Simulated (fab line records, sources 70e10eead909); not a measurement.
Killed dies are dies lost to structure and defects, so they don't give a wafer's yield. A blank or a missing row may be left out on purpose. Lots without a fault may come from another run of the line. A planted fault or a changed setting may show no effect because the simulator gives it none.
Which tool did it? | flow nand_harc | 24 lots, 72 wafers sampled, at 6 steps of a route of 1302

WHAT THE GAUGES READ, wafer by wafer
NHARC_P_M2_CD_MEAS_16.
lot  | measured     | on        | cd_nm (nm)
L074 | day 6 10:09  | cd_sem-02 | 170.8 169.4 169.6
L075 | day 6 18:08  | cd_sem-03 | 170.5 170.7 170.0
L076 | day 7 06:59  | cd_sem-01 | 170.6 169.8 170.4
L077 | day 7 22:11  | cd_sem-01 | 169.5 169.1 168.6
L078 | day 7 22:39  | cd_sem-01 | 169.4 170.2 170.1
L079 | day 8 07:49  | cd_sem-01 | 170.4 171.1 170.3
L080 | day 9 00:29  | cd_sem-01 | 169.8 171.2 169.8
L081 | day 9 05:31  | cd_sem-01 | 170.4 170.1 170.3
L082 | day 10 03:03 | cd_sem-03 | 169.2 169.8 170.0
L083 | day 10 07:07 | cd_sem-03 | 170.5 170.7 170.7
L084 | day 10 11:05 | cd_sem-02 | 170.1 170.0 169.4
L085 | day 10 23:49 | cd_sem-01 | 169.5 170.4 168.7
L086 | day 11 05:34 | cd_sem-02 | 170.0 170.7 170.9
L087 | day 11 16:28 | cd_sem-03 | 169.3 169.6 169.6
L089 | day 12 12:18 | cd_sem-01 | 170.2 170.5 170.5
L088 | day 12 13:16 | cd_sem-01 | 168.6 170.6 170.5
L090 | day 13 03:07 | cd_sem-01 | 169.4 171.0 169.6
L091 | day 13 06:53 | cd_sem-03 | 169.3 169.6 169.1
L092 | day 14 02:48 | cd_sem-03 | 168.9 169.4 168.8
L093 | day 14 07:19 | cd_sem-03 | 170.7 169.9 169.7
L094 | day 14 20:40 | cd_sem-03 | 169.4 169.4 169.4
L095 | day 14 22:22 | cd_sem-02 | 170.0 170.1 170.1
L096 | day 15 14:50 | cd_sem-03 | 170.0 170.7 170.7
L097 | day 16 07:58 | cd_sem-01 | 170.3 170.2 169.5

NHARC_P_BONDPAD_INSPECT_23.
lot  | measured     | on                | raw_defect_count
L074 | day 6 17:10  | defect_inspect-02 | 181 258 231
L075 | day 7 00:55  | defect_inspect-01 | 267 602 271
L076 | day 7 13:46  | defect_inspect-01 | 179 295 203
L077 | day 8 05:05  | defect_inspect-01 | 520 421 355
L078 | day 8 05:41  | defect_inspect-02 | 270 632 255
L079 | day 8 14:40  | defect_inspect-02 | 601 411 288
L080 | day 9 07:49  | defect_inspect-02 | 276 176 214
L081 | day 9 12:31  | defect_inspect-02 | 260 428 411
L082 | day 10 09:52 | defect_inspect-02 | 268 335 238
L083 | day 10 14:07 | defect_inspect-02 | 344 472 720
L084 | day 10 18:08 | defect_inspect-01 | 280 221 334
L085 | day 11 06:47 | defect_inspect-01 | 247 313 293
L086 | day 11 12:22 | defect_inspect-01 | 275 345 408
L087 | day 11 23:20 | defect_inspect-02 | 225 420 203
L089 | day 12 18:58 | defect_inspect-02 | 303 580 412
L088 | day 12 19:59 | defect_inspect-02 | 301 301 214
L090 | day 13 10:15 | defect_inspect-01 | 396 232 310
L091 | day 13 13:43 | defect_inspect-02 | 273 558 383
L092 | day 14 10:01 | defect_inspect-02 | 425 246 194
L093 | day 14 14:22 | defect_inspect-02 | 236 551 307
L094 | day 15 03:41 | defect_inspect-01 | 383 276 381
L095 | day 15 05:14 | defect_inspect-01 | 364 397 261
L096 | day 15 21:40 | defect_inspect-02 | 255 277 327
L097 | day 16 14:52 | defect_inspect-02 | 414 412 638

WHICH TOOL RAN EACH LOT (tool, then ch and the chambers of the sampled wafers, then the start)
lot  | NHARC_P_M2_DEGAS_29          | NHARC_P_BONDPAD_PVD_17                  | NHARC_P_BONDPAD_ANNEAL_28        | NHARC_P_BONDPAD_CMP_19
L074 | pvd_sputter-01, day 6 10:52  | pvd_sputter-02, day 6 16:17 or earlier  | rtp_anneal-02 ch 0, day 6 16:17  | cmp-03 ch 0,2,3, day 6 16:38
L075 | pvd_sputter-02, day 6 18:52  | pvd_sputter-02, day 7 00:05 or earlier  | rtp_anneal-01 ch 0, day 7 00:05  | cmp-01 ch 0,1,2, day 7 00:22
L076 | pvd_sputter-03, day 7 07:42  | pvd_sputter-03, day 7 12:52 or earlier  | rtp_anneal-01 ch 0, day 7 12:52  | cmp-01 ch 0,1,3, day 7 13:18
L077 | pvd_sputter-01, day 7 22:53  | pvd_sputter-02, day 8 04:17 or earlier  | rtp_anneal-01 ch 0, day 8 04:17  | cmp-03 ch 0,3, day 8 04:32
L078 | pvd_sputter-02, day 7 23:22  | pvd_sputter-01, day 8 04:53 or earlier  | rtp_anneal-02 ch 0, day 8 04:53  | cmp-01 ch 0,1, day 8 05:08
L079 | pvd_sputter-01, day 8 08:32  | pvd_sputter-01, day 8 13:47 or earlier  | rtp_anneal-01 ch 0, day 8 13:47  | cmp-01 ch 0,1, day 8 14:09
L080 | pvd_sputter-02, day 9 01:16  | pvd_sputter-02, day 9 06:55 or earlier  | rtp_anneal-01 ch 0, day 9 06:55  | cmp-04 ch 1,2,3, day 9 07:16
L081 | pvd_sputter-03, day 9 06:14  | pvd_sputter-01, day 9 11:41 or earlier  | rtp_anneal-02 ch 0, day 9 11:41  | cmp-01 ch 1,2,3, day 9 11:58
L082 | pvd_sputter-01, day 10 03:49 | pvd_sputter-02, day 10 09:02 or earlier | rtp_anneal-01 ch 0, day 10 09:02 | cmp-01 ch 0,2,3, day 10 09:24
L083 | pvd_sputter-03, day 10 07:52 | pvd_sputter-03, day 10 13:14 or earlier | rtp_anneal-02 ch 0, day 10 13:14 | cmp-03 ch 1,2,3, day 10 13:35
L084 | pvd_sputter-02, day 10 11:49 | pvd_sputter-03, day 10 17:15 or earlier | rtp_anneal-01 ch 0, day 10 17:15 | cmp-04 ch 0,2,3, day 10 17:36
L085 | pvd_sputter-02, day 11 00:38 | pvd_sputter-03, day 11 05:55 or earlier | rtp_anneal-01 ch 0, day 11 05:55 | cmp-03 ch 0,2,3, day 11 06:14
L086 | pvd_sputter-02, day 11 06:20 | pvd_sputter-02, day 11 11:29 or earlier | rtp_anneal-02 ch 0, day 11 11:29 | cmp-04 ch 1,2,3, day 11 11:54
L087 | pvd_sputter-03, day 11 17:15 | pvd_sputter-02, day 11 22:25 or earlier | rtp_anneal-01 ch 0, day 11 22:25 | cmp-04 ch 0,1,3, day 11 22:45
L089 | pvd_sputter-01, day 12 13:02 | pvd_sputter-02, day 12 18:05 or earlier | rtp_anneal-01 ch 0, day 12 18:05 | cmp-01 ch 1,3, day 12 18:28
L088 | pvd_sputter-03, day 12 13:58 | pvd_sputter-03, day 12 19:08 or earlier | rtp_anneal-02 ch 0, day 12 19:08 | cmp-01 ch 0,1,3, day 12 19:29
L090 | pvd_sputter-03, day 13 03:50 | pvd_sputter-01, day 13 09:28 or earlier | rtp_anneal-02 ch 0, day 13 09:28 | cmp-03 ch 1,2,3, day 13 09:44
L091 | pvd_sputter-03, day 13 07:35 | pvd_sputter-01, day 13 12:50 or earlier | rtp_anneal-02 ch 0, day 13 12:50 | cmp-01 ch 0,3, day 13 13:13
L092 | pvd_sputter-01, day 14 03:36 | pvd_sputter-03, day 14 09:10 or earlier | rtp_anneal-02 ch 0, day 14 09:10 | cmp-01 ch 1,2,3, day 14 09:34
L093 | pvd_sputter-02, day 14 08:02 | pvd_sputter-03, day 14 13:29 or earlier | rtp_anneal-01 ch 0, day 14 13:29 | cmp-01 ch 0,2,3, day 14 13:51
L094 | pvd_sputter-01, day 14 21:27 | pvd_sputter-01, day 15 02:50 or earlier | rtp_anneal-01 ch 0, day 15 02:50 | cmp-04 ch 0,2,3, day 15 03:12
L095 | pvd_sputter-03, day 14 23:08 | pvd_sputter-02, day 15 04:23 or earlier | rtp_anneal-02 ch 0, day 15 04:23 | cmp-03 ch 0,3, day 15 04:41
L096 | pvd_sputter-01, day 15 15:34 | pvd_sputter-01, day 15 20:56 or earlier | rtp_anneal-02 ch 0, day 15 20:56 | cmp-04 ch 0,3, day 15 21:09
L097 | pvd_sputter-02, day 16 08:41 | pvd_sputter-01, day 16 14:00 or earlier | rtp_anneal-02 ch 0, day 16 14:00 | cmp-03 ch 0,2,3, day 16 14:20
- NHARC_P_M2_DEGAS_29: time 60 s.
- NHARC_P_BONDPAD_PVD_17: deposits TaN, target thk 5 nm, time 8.06 s.
- NHARC_P_BONDPAD_ANNEAL_28: time 90 s.
- NHARC_P_BONDPAD_CMP_19: polishes, t overpolish 30 s, cu recess touch 16 s, target thk 160.81 nm.

WHAT THE TOOLS THEMSELVES READ (means of the sampled wafers that have a number; where no wafer has one, the mark that the record gives instead)
NHARC_P_M2_DEGAS_29.
lot  | tool           | heater_power_w (W)
L074 | pvd_sputter-01 | 361
L075 | pvd_sputter-02 | 328
L076 | pvd_sputter-03 | 335
L077 | pvd_sputter-01 | 363
L078 | pvd_sputter-02 | 329
L079 | pvd_sputter-01 | 350
L080 | pvd_sputter-02 | 342
L081 | pvd_sputter-03 | 350
L082 | pvd_sputter-01 | 366
L083 | pvd_sputter-03 | 344
L084 | pvd_sputter-02 | 346
L085 | pvd_sputter-02 | 365
L086 | pvd_sputter-02 | 352
L087 | pvd_sputter-03 | 357
L089 | pvd_sputter-01 | 347
L088 | pvd_sputter-03 | 332
L090 | pvd_sputter-03 | 371
L091 | pvd_sputter-03 | 382
L092 | pvd_sputter-01 | 330
L093 | pvd_sputter-02 | 315
L094 | pvd_sputter-01 | 345
L095 | pvd_sputter-03 | 334
L096 | pvd_sputter-01 | 344
L097 | pvd_sputter-02 | 344

NHARC_P_BONDPAD_PVD_17.
lot  | tool           | throttle_valve_pct (%)
L074 | pvd_sputter-02 | 30.2
L075 | pvd_sputter-02 | 30.4
L076 | pvd_sputter-03 | 30.6
L077 | pvd_sputter-02 | 30.3
L078 | pvd_sputter-01 | 29.5
L079 | pvd_sputter-01 | 30.3
L080 | pvd_sputter-02 | 30.6
L081 | pvd_sputter-01 | 31.2
L082 | pvd_sputter-02 | 30.3
L083 | pvd_sputter-03 | 30.8
L084 | pvd_sputter-03 | 31.0
L085 | pvd_sputter-03 | 30.6
L086 | pvd_sputter-02 | 30.4
L087 | pvd_sputter-02 | 30.3
L089 | pvd_sputter-02 | 30.3
L088 | pvd_sputter-03 | 30.3
L090 | pvd_sputter-01 | 31.4
L091 | pvd_sputter-01 | 30.1
L092 | pvd_sputter-03 | 31.0
L093 | pvd_sputter-03 | 30.2
L094 | pvd_sputter-01 | 30.3
L095 | pvd_sputter-02 | 29.9
L096 | pvd_sputter-01 | 30.8
L097 | pvd_sputter-01 | 30.8

NHARC_P_BONDPAD_ANNEAL_28.
lot  | tool          | wafer_temp_C_max
L074 | rtp_anneal-02 | 225.74
L075 | rtp_anneal-01 | 226.04
L076 | rtp_anneal-01 | 225.82
L077 | rtp_anneal-01 | 225.88
L078 | rtp_anneal-02 | 225.83
L079 | rtp_anneal-01 | 225.86
L080 | rtp_anneal-01 | 225.94
L081 | rtp_anneal-02 | 225.81
L082 | rtp_anneal-01 | 225.96
L083 | rtp_anneal-02 | 225.85
L084 | rtp_anneal-01 | 225.89
L085 | rtp_anneal-01 | 226.04
L086 | rtp_anneal-02 | 226.07
L087 | rtp_anneal-01 | 226.20
L089 | rtp_anneal-01 | 225.96
L088 | rtp_anneal-02 | 226.03
L090 | rtp_anneal-02 | 225.67
L091 | rtp_anneal-02 | 225.81
L092 | rtp_anneal-02 | 225.95
L093 | rtp_anneal-01 | 225.84
L094 | rtp_anneal-01 | 225.94
L095 | rtp_anneal-02 | 226.02
L096 | rtp_anneal-02 | 226.04
L097 | rtp_anneal-02 | 225.79

NHARC_P_BONDPAD_CMP_19.
lot  | tool   | motor_current_A (A) | overpolish_run_s (s)
L074 | cmp-03 | 12.1                | 30.000
L075 | cmp-01 | 12.2                | 30.004
L076 | cmp-01 | 13.1                | 29.996
L077 | cmp-03 | 12.5                | 29.995
L078 | cmp-01 | 12.3                | 30.005
L079 | cmp-01 | 12.5                | 29.995
L080 | cmp-04 | 12.7                | 30.000
L081 | cmp-01 | 12.9                | 30.005
L082 | cmp-01 | 12.6                | 29.997
L083 | cmp-03 | 12.7                | 30.009
L084 | cmp-04 | 12.2                | 30.000
L085 | cmp-03 | 12.0                | 30.000
L086 | cmp-04 | 12.4                | 29.997
L087 | cmp-04 | 12.2                | 30.003
L089 | cmp-01 | 13.6                | 30.007
L088 | cmp-01 | 13.1                | 30.003
L090 | cmp-03 | 12.7                | 30.004
L091 | cmp-01 | 13.2                | 30.000
L092 | cmp-01 | 12.6                | 29.998
L093 | cmp-01 | 13.0                | 29.999
L094 | cmp-04 | 12.5                | 29.995
L095 | cmp-03 | 11.8                | 29.992
L096 | cmp-04 | 11.6                | 30.000
L097 | cmp-03 | 12.5                | 29.997

THE ANSWER, worked out from the rows above alone
Rule: what is usual is taken from the lots themselves. Put in order of their means at a reading, lots are off if they are a third of the lots or fewer, leave a main group of 4 or more, and stand apart from it by a gap of 3 or more times the standard deviation of the main group's means; of several such gaps the widest counts. A main group whose means are all the same, to the digits that the tables above print for the reading, isn't used. A lot without any number at a reading at which 4 lots or more have one is off too. The other lots that the step has rows for count as sound. The gauges are gone through in route order, then the tools' own readings, and for those a lot's mean is taken as printed above. The first step at which some lot is off is used, and at that step the reading that is off furthest; a lot without a number counts as furthest.
No lot is off at any reading shown: from this, nothing can be told.

WHAT THE SIMULATOR HAD PUT IN
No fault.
